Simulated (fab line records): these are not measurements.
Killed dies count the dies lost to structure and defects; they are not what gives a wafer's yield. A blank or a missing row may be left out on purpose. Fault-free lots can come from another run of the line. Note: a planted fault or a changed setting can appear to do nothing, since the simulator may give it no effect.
fab line records ; flow n5Finfet
record: lots: 11; wafers: 32; lastDay: 20
route steps=1938 shown BEOL_M12@1637 PASSIVATION@1936
lots that met no fault: from a run of the same line without faults
startH: the number of hours between the record's first day and the start of the first shown wafer of the lot ; waitH: hours from the lot's prior step to this one ; " same as the row above ; L1.1+2: a single row standing in for several wafers ; - no value present, or no start provided ; * or withheld: withheld ; < > ~ a bound
route shown NAME@n: a module of which the file shows steps, and the number in the route of the first ; usual: mean/standard deviation of fault-free wafers ; same: alike in all rows ; chamber/n: place in a boat ; sites: the reading at each site ; _std_site: the standard deviation of these ; _edge_site: inner sites' mean taken away from outer sites' mean ; radiusMm: for every site, how far away it sits from the centre of the wafer ; mask NAME#n: copy n ; behind: the most recent tool/chamber to have shaped the wafer ; hold: what put the lot on hold/how long, in hours/how the hold closed ; device: the transistor (n, p or np) that didn't switch ; end of line: tests run on the same wafers once the route is complete ; for a step that has no rows: nothing shown but its recipe ; killed: count of dies lost to structure and defects at first sort (not the wafer's yield) ; map: the dies of a wafer, with x for killed, . for not killed, _ for no die there
set.NAME: the run value of the setting; set.NAME@STEP: its run value at that earlier step ; model.NAME: the simulator's own value behind a step, which no gauge read
one table for each step of the route and one row for each wafer, over a sample of lots
services: the hour from which a tool's chamber was out of use, counted from the record's first day as startH (under 0 if before that day), plus the number of hours and why
== steps ==
step: N5_BEOL_M12_ETCH_68
recipe: chemistry: N2/H2; target: SOC; maskMaterial: SiARC; sourceW: 3000; biasW: 350; tempC: 40; timeS: 285; ionEnergyEv: 200; pressureMtorr: 30; n2FlowSccm: 200; h2FlowSccm: 200
usual: drypumpMotorCurrentA: 5.9/0.58; oesProductAu: 0.80/0.068; rfVppV: 524.6/2.9; runLengthS: 308.2/0.35; showerheadPlenumPTorr: 2.57/0.1; throttleValvePct: 17.73/0.3
lot.wafer;tool;chamber;startH;waitH;drypumpMotorCurrentA;oesProductAu;rfHoursCounterH;rfVppV;runLengthS;showerheadPlenumPTorr;throttleValvePct
L157.1;rieDiel-05;2;302.40;0.1;5.8;0.79;119;523.2;308.0;2.55;17.43
L157.5;rieDiel-05;2;302.40;0.1;5.8;0.79;-;523.0;308.3;2.55;17.42
L157.6;rieDiel-05;3;302.40;0.1;5.3;0.69;-;522.2;308.2;2.53;17.82
L159.1;rieDiel-03;1;308.03;0.1;6.3;0.79;106;520.6;308.5;2.47;18.13
L159.5;rieDiel-03;2;308.03;0.1;5.7;0.89;-;526.3;308.8;2.68;17.54
L159.6;rieDiel-03;3;308.03;0.1;5.9;0.91;-;528.9;308.1;2.70;17.55
L161.1;rieDiel-02;0;311.01;0.1;5.2;0.79;86;528.5;308.2;2.68;17.82
L161.2;rieDiel-02;1;311.01;0.1;5.7;0.84;72;522.9;308.4;2.48;17.59
L161.4;rieDiel-02;2;311.01;0.1;6.4;0.73;198;520.5;308.7;2.42;17.88
L162.4;rieDiel-02;0;324.70;0.1;5.3;0.79;91;527.0;308.8;2.68;17.84
L162.5;rieDiel-02;2;324.70;0.1;6.5;0.73;-;521.1;308.5;2.42;17.90
L162.6;rieDiel-02;3;324.70;0.1;6.8;0.75;-;527.4;307.6;2.67;18.06
L164.2;rieDiel-03;1;345.30;0.1;6.3;0.79;118;521.1;308.5;2.46;18.14
L164.6;rieDiel-03;1;345.30;0.1;6.3;0.79;-;521.7;308.5;2.46;18.14
L165.4;rieDiel-02;3;360.93;0.1;6.8;0.75;139;528.0;308.1;2.67;18.06
L165.5;rieDiel-02;3;360.93;0.1;6.8;0.74;-;525.4;307.6;2.67;18.06
L165.6;rieDiel-02;2;360.93;0.1;6.5;0.71;-;519.3;308.4;2.42;17.91
L163.1;rieDiel-03;1;370.04;0.1;6.3;0.78;125;522.7;308.5;2.46;18.18
L163.5;rieDiel-03;1;370.04;0.1;6.3;0.79;-;522.6;226.6;2.46;18.16
L163.6;rieDiel-03;2;370.04;0.1;5.8;0.87;-;528.9;227.1;2.67;17.59
L166.1;rieDiel-03;1;370.52;0.1;6.3;0.79;126;521.1;308.2;2.46;18.16
L166.4;rieDiel-03;3;370.52;0.1;5.9;0.88;58;527.8;226.2;2.70;17.57
L166.5;rieDiel-03;1;370.52;0.1;6.3;0.79;-;520.5;226.7;2.46;18.17
L176.1;rieDiel-02;2;413.02;0.1;6.5;0.70;227;521.1;308.3;2.41;17.94
L176.3;rieDiel-02;3;413.02;0.1;6.8;0.73;159;527.3;307.6;2.66;18.10
L176.4;rieDiel-02;0;413.02;0.1;5.3;0.75;-;527.1;308.8;2.66;17.89
L178.1;rieDiel-02;3;417.99;0.1;6.8;0.72;162;526.1;307.7;2.66;18.11
L178.4;rieDiel-02;2;417.99;0.1;6.5;0.71;-;520.4;309.1;2.41;17.93
L178.6;rieDiel-02;0;417.99;0.1;5.3;0.74;-;527.6;308.4;2.66;17.89
L177.1;rieDiel-05;0;430.12;0.1;6.4;0.84;63;527.8;308.5;2.69;17.93
L177.4;rieDiel-05;3;430.12;0.1;5.3;0.93;23;522.9;308.2;2.51;17.38
L177.6;rieDiel-05;0;430.12;0.1;6.4;0.84;-;527.9;308.0;2.69;17.93
step: N5_BEOL_M12_STRIP_37
recipe: chemistry: N2/H2; powerW: 1000; tempC: 250; h2Frac: 0.65; overashFraction: 0.3; pressureMtorr: withheld; n2FlowSccm: 1750; h2FlowSccm: 3250
usual: drypumpMotorCurrentA: 5.6/0.55; heaterPowerW: 322/22; oesProductAu: 0.790/0.0099
lot.wafer;tool;chamber;startH;waitH;drypumpMotorCurrentA;heaterPowerW;oesProductAu;rfHoursCounterH
L157.1;plasmaAsher-02;1;302.93;0.0;4.6;359;0.784;82
L157.5;plasmaAsher-02;0;302.93;0.0;5.6;331;0.786;-
L157.6;plasmaAsher-02;1;302.93;0.0;4.6;358;0.778;-
L159.1;plasmaAsher-01;1;308.41;0.0;6.3;298;0.797;131
L159.5;plasmaAsher-01;1;308.41;0.0;6.3;287;0.784;-
L159.6;plasmaAsher-01;0;308.41;0.0;5.5;329;0.809;-
L161.1;plasmaAsher-01;0;311.39;0.0;5.6;328;0.780;132
L161.2;plasmaAsher-01;1;311.39;0.0;6.2;290;0.782;132
L161.4;plasmaAsher-01;0;311.39;0.0;5.6;337;0.779;-
L162.4;plasmaAsher-01;1;325.18;0.1;6.2;293;0.774;-
L162.5;plasmaAsher-01;1;325.18;0.1;6.3;295;0.778;-
L162.6;plasmaAsher-01;0;325.18;0.1;5.5;323;0.783;-
L164.2;plasmaAsher-01;1;345.67;0.0;6.2;299;0.792;142
L164.6;plasmaAsher-01;0;345.67;0.0;5.5;331;0.797;-
L165.4;plasmaAsher-01;0;361.32;0.1;5.5;327;0.796;-
L165.5;plasmaAsher-01;1;361.32;0.1;6.2;297;0.799;-
L165.6;plasmaAsher-01;0;361.32;0.1;5.5;324;0.811;-
L163.1;plasmaAsher-01;1;370.41;0.0;6.3;293;0.793;147
L163.5;plasmaAsher-01;0;370.41;0.0;5.5;327;0.787;-
L163.6;plasmaAsher-01;1;370.41;0.0;6.3;296;0.783;-
L166.1;plasmaAsher-01;0;370.90;0.0;5.5;322;0.792;147
L166.4;plasmaAsher-01;1;370.90;0.0;6.2;286;0.795;-
L166.5;plasmaAsher-01;1;370.90;0.0;6.2;291;0.791;-
L176.1;plasmaAsher-01;1;413.40;0.0;6.2;297;0.771;156
L176.3;plasmaAsher-01;1;413.40;0.0;6.2;292;0.800;-
L176.4;plasmaAsher-01;0;413.40;0.0;5.5;327;0.801;-
L178.1;plasmaAsher-01;0;418.37;0.0;5.5;320;0.797;157
L178.4;plasmaAsher-01;1;418.37;0.0;6.2;294;0.781;-
L178.6;plasmaAsher-01;1;418.37;0.0;6.3;292;0.768;-
L177.1;plasmaAsher-01;1;430.50;0.0;6.3;292;0.805;159
L177.4;plasmaAsher-01;1;430.50;0.0;6.3;300;0.802;-
L177.6;plasmaAsher-01;1;430.50;0.0;6.2;298;0.797;-
step: N5_BEOL_M12_ETCH_38
recipe: chemistry: CF4/N2; target: SiCN; targetDepthA: 687; taperDeg: 2; timeS: 73.4; ionEnergyEv: 150; maskMaterial: SiO2; pressureMtorr: 40; sourceW: 430; biasW: 70; Ar_flow_sccm: 100; cf4FlowSccm: 60; n2FlowSccm: 60
usual: drypumpMotorCurrentA: 5.8/0.56; oesProductAu: 0.81/0.073; rfVppV: 382.6/2.2; showerheadPlenumPTorr: 2.22/0.086; throttleValvePct: 15.31/0.28
lot.wafer;tool;chamber;startH;waitH;drypumpMotorCurrentA;oesProductAu;rfHoursCounterH;rfVppV;showerheadPlenumPTorr;throttleValvePct
L157.1;rieDiel-05;2;305.15;-;5.8;0.79;121;379.0;2.20;15.12
L157.5;rieDiel-05;3;305.15;-;5.3;0.70;-;382.9;2.18;15.37
L157.6;rieDiel-05;2;305.15;-;5.8;0.79;-;382.5;2.20;15.10
L159.1;rieDiel-03;2;308.91;-;5.7;0.89;47;385.9;2.33;15.30
L159.5;rieDiel-03;3;308.91;-;6.0;0.92;-;383.9;2.33;15.08
L159.6;rieDiel-03;0;308.91;-;5.0;0.91;-;381.1;2.16;14.86
L161.1;rieDiel-03;3;311.47;-;5.9;0.92;39;385.4;2.33;15.11
L161.2;rieDiel-03;0;311.47;-;5.0;0.90;9;381.4;2.16;14.88
L161.4;rieDiel-03;1;311.47;-;6.3;0.81;106;379.8;2.13;15.69
L162.4;rieDiel-02;1;331.26;-;5.6;0.81;80;381.1;2.14;15.14
L162.5;rieDiel-02;0;331.26;-;5.3;0.77;-;384.8;2.32;15.55
L162.6;rieDiel-02;1;331.26;-;5.6;0.82;-;379.9;2.14;15.14
L164.2;rieDiel-05;1;347.54;-;5.2;0.91;19;380.9;2.16;14.91
L164.6;rieDiel-05;1;347.54;-;5.1;0.91;-;381.5;2.16;14.89
L165.4;rieDiel-02;3;364.24;-;6.8;0.75;140;383.9;2.29;15.58
L165.5;rieDiel-02;0;364.24;-;5.3;0.76;-;384.5;2.32;15.58
L165.6;rieDiel-02;3;364.24;-;6.8;0.75;-;384.6;2.29;15.58
L163.1;rieDiel-02;2;370.78;-;6.5;0.71;219;379.9;2.08;15.50
L163.5;rieDiel-02;3;370.78;-;6.8;0.75;-;384.8;2.29;15.60
L163.6;rieDiel-02;0;370.78;-;5.3;0.76;-;383.9;2.32;15.59
L166.1;rieDiel-05;3;371.08;-;5.3;0.98;4;381.5;2.18;14.88
L166.4;rieDiel-05;0;371.08;-;6.4;0.86;44;384.7;2.34;15.58
L166.5;rieDiel-05;2;371.08;-;5.8;0.75;-;382.2;2.19;15.17
L176.1;rieDiel-05;0;413.78;-;6.4;0.85;56;387.0;2.33;15.60
L176.3;rieDiel-05;3;413.78;-;5.3;0.94;17;381.7;2.17;14.91
L176.4;rieDiel-05;2;413.78;-;5.9;0.75;160;383.0;2.19;15.18
L178.1;rieDiel-05;3;418.97;-;5.3;0.93;19;381.5;2.17;14.89
L178.4;rieDiel-05;2;418.97;-;5.8;0.75;162;381.8;2.19;15.19
L178.6;rieDiel-05;0;418.97;-;6.4;0.85;-;383.6;2.33;15.60
L177.1;rieDiel-02;3;430.77;-;6.8;0.74;169;384.3;2.28;15.64
L177.4;rieDiel-02;2;430.77;-;6.5;0.69;237;379.9;2.08;15.52
L177.6;rieDiel-02;2;430.77;-;6.5;0.69;-;378.9;2.08;15.53
step: N5_BEOL_M12_DEGAS_41
recipe: ambient: vacuum; tempC: 250; timeS: 60
usual: heaterPowerW: 339/29
lot.wafer;tool;chamber;startH;waitH;heaterPowerW
L157.1;pvdSputter-03;-;305.44;0.1;409
L157.5;pvdSputter-03;-;305.44;0.1;398
L157.6;pvdSputter-03;-;305.44;0.1;334
L159.1;pvdSputter-02;-;309.62;0.5;366
L159.5;pvdSputter-02;-;309.62;0.5;312
L159.6;pvdSputter-02;-;309.62;0.5;357
L161.1;pvdSputter-01;-;311.97;0.3;325
L161.2;pvdSputter-01;-;311.97;0.3;333
L161.4;pvdSputter-01;-;311.97;0.3;308
L162.4;pvdSputter-01;-;331.59;0.2;328
L162.5;pvdSputter-01;-;331.59;0.2;317
L162.6;pvdSputter-01;-;331.59;0.2;328
L164.2;pvdSputter-01;-;350.10;2.4;345
L164.6;pvdSputter-01;-;350.10;2.4;324
L165.4;pvdSputter-03;-;364.48;0.1;352
L165.5;pvdSputter-03;-;364.48;0.1;356
L165.6;pvdSputter-03;-;364.48;0.1;313
L163.1;pvdSputter-02;-;371.33;0.4;377
L163.5;pvdSputter-02;-;371.33;0.4;319
L163.6;pvdSputter-02;-;371.33;0.4;380
L166.1;pvdSputter-01;-;371.67;0.4;328
L166.4;pvdSputter-01;-;371.67;0.4;311
L166.5;pvdSputter-01;-;371.67;0.4;320
L176.1;pvdSputter-03;-;414.60;0.7;360
L176.3;pvdSputter-03;-;414.60;0.7;344
L176.4;pvdSputter-03;-;414.60;0.7;406
L178.1;pvdSputter-02;-;419.33;0.2;381
L178.4;pvdSputter-02;-;419.33;0.2;351
L178.6;pvdSputter-02;-;419.33;0.2;303
L177.1;pvdSputter-01;-;431.29;0.4;343
L177.4;pvdSputter-01;-;431.29;0.4;333
L177.6;pvdSputter-01;-;431.29;0.4;331
step: N5_PASSIVATION_PROBE_49
usual: defectLimitedYield: 91.2/1.6; killed_at_M0_to_M3: 33/11; killed_at_M4_up: 14/5; killedAtContacts: 12/5.8; killedAtFrontEnd: 41/12; killedAtOther: 3.5/2.9; killedDies: 104/19; killedOpen: 68/14; killedShort: 34/8.8; sort_bin_5_function: 5.2/1.1; sort_bin_6_memory: 3.2/0.71; sortNPass: 1076/19; sortYieldPct: 91.2/1.6
same: grossDies: 1180; killedAtBackSide: 0; sort_bin_4_leakage[%]: 0; sort_bin_8_speed[%]: 0
lot.wafer;tool;chamber;startH;waitH;defectLimitedYield[%];killed_at_M0_to_M3;killed_at_M4_up;killedAtContacts;killedAtFrontEnd;killedAtOther;killedDies;killedOpen;killedShort;sort_bin_5_function[%];sort_bin_6_memory[%];sortNPass;sortYieldPct[%]
L159.1;prober-01;-;349.00;0.0;90.1;30;14;12;54;7;117;79;35;5.7;4.0;1063;90.1
L159.5;prober-01;-;349.20;0.2;91.4;37;13;5;45;1;101;61;39;4.7;3.5;1079;91.4
L159.6;prober-01;-;349.25;0.3;91.0;23;8;13;56;6;106;66;40;5.7;3.0;1074;91.0
L164.2;prober-02;-;385.76;0.1;91.9;31;11;18;35;1;96;68;28;4.5;3.5;1084;91.9
L164.6;prober-02;-;385.96;0.3;92.7;20;8;8;46;4;86;63;22;4.2;3.0;1094;92.7
L163.1;prober-01;-;406.55;0.0;89.5;48;20;11;43;2;124;79;45;6.4;3.6;1056;89.5
L163.5;prober-01;-;406.75;0.2;90.8;34;11;11;50;3;109;63;46;5.8;3.1;1071;90.8
L163.6;prober-01;-;406.80;0.3;89.5;40;18;5;60;1;124;75;43;6.4;3.2;1056;89.5
L176.1;prober-02;-;452.80;0.0;91.3;26;12;19;43;3;103;60;43;4.9;3.2;1077;91.3
L176.3;prober-02;-;452.90;0.1;94.1;7;18;9;36;0;70;36;34;3.1;2.6;1110;94.1
L176.4;prober-02;-;452.95;0.2;91.6;24;12;13;47;3;99;72;27;4.9;3.1;1081;91.6
L178.1;prober-02;-;457.75;0.0;92.9;27;22;6;28;1;84;63;20;4.4;2.6;1096;92.9
L178.4;prober-02;-;457.90;0.2;90.7;33;23;17;29;8;110;70;40;5.8;3.3;1070;90.7
L178.6;prober-02;-;458.00;0.3;90.1;41;14;20;41;1;117;78;38;5.0;4.7;1063;90.1
L177.1;prober-01;-;468.90;0.0;90.6;53;9;20;24;5;111;74;37;5.5;3.8;1069;90.6
L177.4;prober-01;-;469.05;0.2;92.5;24;8;18;31;8;89;68;20;4.6;2.9;1091;92.5
L177.6;prober-01;-;469.15;0.3;90.2;41;12;4;56;3;116;90;26;6.0;3.6;1064;90.2
killed by level:class
L159.1 STI_FIN_REVEAL:geometricParticle:open=13 FIN_SAQP:geometricParticle:short=10 DUMMY_GATE:geometricParticle:open=8 MOL_CONTACT_COAG:geometricParticle:open=8 BEOL_M0_SAQP:geometricParticle:open=7 BEOL_M3:geometricParticle:open=7 BEOL_M2:geometricParticle:open=6 BEOL_M1:geometricParticle:open=5
L159.5 BEOL_M2:geometricParticle:open=10 FIN_SAQP:geometricParticle:short=8 BEOL_M0_SAQP:geometricParticle:short=8 FIN_SAQP:geometricParticle:open=7 BEOL_M4:geometricParticle:open=7 GATE_CUT:geometricParticle:open=6 BEOL_M1:geometricParticle:open=6 STARTING-WAFER:geometricParticle:short=6
L159.6 FIN_SAQP:geometricParticle:short=17 FIN_SAQP:geometricParticle:open=13 MOL_CONTACT_COAG:geometricParticle:open=11 STI_FIN_REVEAL:geometricParticle:open=7 BEOL_M2:geometricParticle:open=7 BEOL_M4:geometricParticle:open=6 BEOL_M2:geometricParticle:short=5 BEOL_M1:geometricParticle:open=4
L164.2 MOL_CONTACT_COAG:geometricParticle:open=13 BEOL_M3:geometricParticle:open=9 FIN_SAQP:geometricParticle:open=6 BEOL_M1:geometricParticle:open=6 STI_FIN_REVEAL:geometricParticle:open=5 DUMMY_GATE:geometricParticle:open=5 MOL_CONTACT_COAG:geometricParticle:short=5 BEOL_M0:geometricParticle:open=5
L164.6 FIN_SAQP:geometricParticle:open=17 GATE_CUT:geometricParticle:short=9 MOL_CONTACT_COAG:geometricParticle:open=7 STI_FIN_REVEAL:geometricParticle:open=6 BEOL_M0_SAQP:geometricParticle:short=5 BEOL_M2:geometricParticle:open=5 ILD0:geometricParticle:open=4 BEOL_M4:geometricParticle:open=4
L163.1 BEOL_M0_SAQP:geometricParticle:short=19 BEOL_M0_SAQP:geometricParticle:open=17 FIN_SAQP:geometricParticle:short=10 MOL_CONTACT_COAG:geometricParticle:open=10 BEOL_M4:geometricParticle:open=8 FIN_SAQP:geometricParticle:open=7 BEOL_M5:geometricParticle:open=7 STI_FIN_REVEAL:geometricParticle:open=6
L163.5 FIN_SAQP:geometricParticle:short=18 BEOL_M0_SAQP:geometricParticle:open=13 BEOL_M0_SAQP:geometricParticle:short=11 FIN_SAQP:geometricParticle:open=9 MOL_CONTACT_COAG:geometricParticle:open=9 GATE_CUT:geometricParticle:open=7 STARTING-WAFER:geometricParticle:open=4 BEOL_M4:geometricParticle:open=4
L163.6 BEOL_M0_SAQP:geometricParticle:short=15 DUMMY_GATE:geometricParticle:open=15 BEOL_M4:geometricParticle:open=12 BEOL_M0_SAQP:geometricParticle:open=12 FIN_SAQP:geometricParticle:open=9 FIN_SAQP:geometricParticle:short=8 HKMG_FIN:areaEtch=6 STI_FIN_REVEAL:geometricParticle:open=5
L176.1 FIN_SAQP:geometricParticle:open=11 MOL_CONTACT_COAG:geometricParticle:open=11 FIN_SAQP:geometricParticle:short=8 MOL_CONTACT_COAG:geometricParticle:short=8 BEOL_M2:geometricParticle:open=5 DUMMY_GATE:geometricParticle:open=5 GATE_CUT:geometricParticle:short=5 BEOL_M4:geometricParticle:open=5
L176.3 FIN_SAQP:geometricParticle:short=8 BEOL_M4:geometricParticle:open=8 MOL_CONTACT_COAG:geometricParticle:open=7 STI_FIN_REVEAL:geometricParticle:open=5 FIN_SAQP:geometricParticle:open=4 GATE_CUT:geometricParticle:short=4 BEOL_M4:geometricParticle:short=4 STARTING-WAFER:geometricParticle:short=4
L176.4 STI_FIN_REVEAL:geometricParticle:open=14 MOL_CONTACT_COAG:geometricParticle:open=12 DUMMY_GATE:geometricParticle:open=7 GATE_CUT:geometricParticle:short=6 FIN_SAQP:geometricParticle:open=5 BEOL_M3:geometricParticle:open=5 FIN_SAQP:geometricParticle:short=4 BEOL_M0_SAQP:geometricParticle:open=4
L178.1 BEOL_M4:geometricParticle:open=9 FIN_SAQP:geometricParticle:open=7 BEOL_M3:geometricParticle:open=7 BEOL_M0_SAQP:geometricParticle:open=7 BEOL_M0_SAQP:geometricParticle:short=6 GATE_CUT:geometricParticle:open=5 MOL_CONTACT_COAG:geometricParticle:open=5 STI_FIN_REVEAL:geometricParticle:open=4
L178.4 MOL_CONTACT_COAG:geometricParticle:open=11 BEOL_M4:geometricParticle:open=11 FIN_SAQP:geometricParticle:short=9 BEOL_M1:geometricParticle:open=9 FIN_SAQP:geometricParticle:open=7 MOL_CONTACT_COAG:geometricParticle:short=6 BEOL_M3:geometricParticle:open=6 BEOL_M2:geometricParticle:open=5
L178.6 MOL_CONTACT_COAG:geometricParticle:open=14 BEOL_M2:geometricParticle:open=12 FIN_SAQP:geometricParticle:open=10 FIN_SAQP:geometricParticle:short=10 BEOL_M0_SAQP:geometricParticle:short=7 BEOL_M4:geometricParticle:open=6 MOL_CONTACT_COAG:geometricParticle:short=6 BEOL_M0_SAQP:geometricParticle:open=6
L177.1 BEOL_M0_SAQP:geometricParticle:open=19 BEOL_M0_SAQP:geometricParticle:short=16 MOL_CONTACT_COAG:geometricParticle:open=15 BEOL_M2:geometricParticle:open=7 BEOL_M4:geometricParticle:open=6 DUMMY_GATE:geometricParticle:open=5 MOL_CONTACT_COAG:geometricParticle:short=5 BEOL_M3:geometricParticle:open=4
L177.4 STI_FIN_REVEAL:geometricParticle:open=15 MOL_CONTACT_COAG:geometricParticle:open=15 BEOL_M1:geometricParticle:open=12 BEOL_M2:geometricParticle:open=5 FIN_SAQP:geometricParticle:short=3 DUMMY_GATE:geometricParticle:open=3 MOL_CONTACT_COAG:geometricParticle:short=3 BEOL_M4:geometricParticle:open=3
L177.6 STI_FIN_REVEAL:geometricParticle:open=35 BEOL_M0_SAQP:geometricParticle:open=11 BEOL_M0_SAQP:geometricParticle:short=10 BEOL_M1:geometricParticle:open=7 FIN_SAQP:geometricParticle:open=5 BEOL_M2:geometricParticle:open=5 FIN_SAQP:geometricParticle:short=4 BEOL_M0:geometricParticle:open=4
== services ==
tool;chamber;startH;hours;kind
rieDiel-05;1;281.94;-;clean
rieDiel-05;1;281.94;-;consumableReplace:focusRing
rieDiel-05;1;281.94;25.9;scheduledDown
rieDiel-05;1;281.94;25.9;ventCycle
rieDiel-03;2;283.66;7.7;repair
plasmaAsher-02;-;290.94;2.0;repair
plasmaAsher-02;-;305.24;21.7;repair
pvdSputter-02;-;325.03;0.5;repair
rieDiel-05;2;330.50;5.1;repair
rieDiel-05;3;337.74;-;clean
rieDiel-05;3;337.74;-;consumableReplace:focusRing
rieDiel-05;3;337.74;25.2;scheduledDown
rieDiel-05;3;337.74;25.2;ventCycle
pvdSputter-02;-;345.96;8.9;repair
rieDiel-02;2;383.45;6.2;repair
pvdSputter-03;-;388.30;6.5;repair
rieDiel-02;-;401.16;2.8;pm
plasmaAsher-02;-;402.83;2.9;repair
pvdSputter-03;-;424.16;2.9;repair
== key ==
firstSign: step: N5_BEOL_M12_ETCH_68; reading: runLengthS; direction: down; sigmas: 99+; usual: *; struck: *
effect none on later readings
metAt N5_BEOL_M12_ETCH_68
struckLots L163,L166
struckWafers L163.5,L163.6,L166.4,L166.5
notActingAt N5_BEOL_M12_STRIP_37,N5_BEOL_M12_ETCH_38,N5_BEOL_M12_DEGAS_41
onsetBetween 345.30 370.04
fault: kind: processParameterDrift; tool: rieDiel-03; chamber: -; onsetH: 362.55; steps: N5_BEOL_M12_ETCH_68; channel: timeS; offset: *; shape: step; endH: 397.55; scope: struckWafersOnly; actsIn: *; stated: *
